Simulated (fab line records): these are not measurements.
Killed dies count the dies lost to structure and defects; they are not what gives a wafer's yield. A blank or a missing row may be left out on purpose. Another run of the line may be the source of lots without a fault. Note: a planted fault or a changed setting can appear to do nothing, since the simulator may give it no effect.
Chamber matching ; flow nand-harc ; 4 sister chambers for NHARC_P_STI_CMP_21 on cmp-03
The step polishes, t overpolish 20 s, target thk 380.67 nm. 8 wafers are shown with their chamber, then 8 later ones without.

WAFERS WITH THEIR CHAMBER
wafer;chamber;motor-current-A (A);overpolish-run-s (s)
L081.3;0;13.8;20.003
L081.4;1;12.4;20.002
L081.6;1;13.0;19.997
L082.5;0;13.3;20.005
L087.4;2;11.5;19.990
L087.5;2;11.9;19.995
L087.6;3;14.5;19.997
L088.4;3;14.6;20.006

WAFERS WITHOUT THEIR CHAMBER
wafer;motor-current-A (A);overpolish-run-s (s)
L088.5;14.2;20.007
L088.6;11.9;19.998
L089.1;14.2;20.002
L089.3;11.5;19.990
L089.6;12.8;20.021
L093.1;11.7;19.990
L093.2;13.0;19.997
L093.3;14.5;20.003

EACH ONE'S CHAMBER
wafer;from the rows above;in truth
L088.5;can't be placed: 3 or 0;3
L088.6;can't be placed: 2 or 1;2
L089.1;can't be placed: 3 or 0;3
L089.3;2;2
L089.6;can't be placed: 0 or 1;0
L093.1;2;2
L093.2;can't be placed: 1 or 0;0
L093.3;3;3
3 of 8 placed correctly. These rows do not allow placing 5 (true chamber among the candidates in 5). Number placed wrongly: 0.
How it was worked out, from the rows above alone: a wafer's distance from a chamber is the root of the sum, over the readings, of the square of ((its reading less the chamber's mean) divided by the reading's scatter). If the next closest chamber is less than 2 further off than the closest, the wafer can't be placed; otherwise it belongs to the closest. Each chamber's mean is taken over the wafers shown for it. The scatter: take each reading less its chamber's mean, square it, sum over the shown wafers, divide by the number of wafers less the number of chambers, and take the root.
